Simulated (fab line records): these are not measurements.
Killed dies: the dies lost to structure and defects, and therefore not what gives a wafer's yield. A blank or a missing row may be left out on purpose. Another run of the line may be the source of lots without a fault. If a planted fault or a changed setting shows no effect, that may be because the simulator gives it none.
The tool behind it: which one? || flow nandHarc || 18 wafers from 6 lots sampled at 3 of the route's 1159 steps

## WHAT THE GAUGES SHOWED, per wafer
NHARC_A_M0_CD_MEAS_09: target cd 80 nm.
{"lot": "L915", "measured": "day 17 17:19", "on": "cdSem-02", "cdNm (nm)": "81.0 80.8 79.4"}
{"lot": "L916", "measured": "day 17 23:08", "on": "cdSem-01", "cdNm (nm)": "81.0 79.5 80.1"}
{"lot": "L918", "measured": "day 19 00:07", "on": "cdSem-01", "cdNm (nm)": "79.5 80.5 80.1"}
{"lot": "L924", "measured": "day 19 23:42", "on": "cdSem-01", "cdNm (nm)": "77.3 78.7 77.7"}
{"lot": "L936", "measured": "day 22 18:30", "on": "cdSem-01", "cdNm (nm)": "80.9 80.5 80.6"}
{"lot": "L935", "measured": "day 23 07:38", "on": "cdSem-02", "cdNm (nm)": "80.3 80.3 80.0"}

## WHAT TOOL EACH LOT RAN ON (gives the tool, then ch and the chambers of the sampled wafers, and finally the start)
{"lot": "L915", "NHARC_A_BLC_ALD_23": "aldMetal-04 ch 1,2,3, day 17 11:20", "NHARC_A_M0_DEVELOP_08": "lithoTrack-01 ch 0, day 17 17:00"}
{"lot": "L916", "NHARC_A_BLC_ALD_23": "aldMetal-04 ch 1,2,3, day 17 20:34", "NHARC_A_M0_DEVELOP_08": "lithoTrack-01 ch 0, day 17 23:00"}
{"lot": "L918", "NHARC_A_BLC_ALD_23": "aldMetal-04 ch 1,2,3, day 18 21:35", "NHARC_A_M0_DEVELOP_08": "lithoTrack-06 ch 0, day 19 00:00"}
{"lot": "L924", "NHARC_A_BLC_ALD_23": "aldMetal-03 ch 0,2,3, day 19 20:00", "NHARC_A_M0_DEVELOP_08": "lithoTrack-06 ch 0, day 19 23:00"}
{"lot": "L936", "NHARC_A_BLC_ALD_23": "aldMetal-02 ch 1,2,3, day 22 10:23", "NHARC_A_M0_DEVELOP_08": "lithoTrack-01 ch 0, day 22 18:00"}
{"lot": "L935", "NHARC_A_BLC_ALD_23": "aldMetal-04 ch 0,2, day 22 21:20", "NHARC_A_M0_DEVELOP_08": "lithoTrack-01 ch 0, day 23 07:00"}
- NHARC_A_BLC_ALD_23: deposits TiN, target thk 3 nm, pulse time 1 s, ald cycles 150.
- NHARC_A_M0_DEVELOP_08: develop time 35 s.

## THE ANSWER, worked out from the rows above alone
Rule: what is usual is taken from the lots themselves. The widest of any qualifying gaps counts: lots, ordered by their means at a reading, are off when they make up no more than a third of the lots, leave a main group of 4 or more, and stand apart from it by 3 or more times the standard deviation of that group's means. If all means in a main group match to the digits the tables above print for the reading, that group is not used. A lot without any number at a reading at which 4 lots or more have one is off too. All remaining lots with rows at the step are treated as sound.
Off: L924 (NHARC_A_M0_CD_MEAS_09, cdNm). The main group: mean 80.3 nm, standard deviation 0.22.
If a tool, at a process step before that reading, ran all the lots that are off and no sound lot after the first of them, it fits. Gauges at NHARC_A_M0_CD_MEAS_09: tried the same way as those tools. This does not decide it: 2 tools fit, namely aldMetal-03 at NHARC_A_BLC_ALD_23 and lithoTrack-06 at NHARC_A_M0_DEVELOP_08.

## WHAT THE SIMULATOR PUT IN
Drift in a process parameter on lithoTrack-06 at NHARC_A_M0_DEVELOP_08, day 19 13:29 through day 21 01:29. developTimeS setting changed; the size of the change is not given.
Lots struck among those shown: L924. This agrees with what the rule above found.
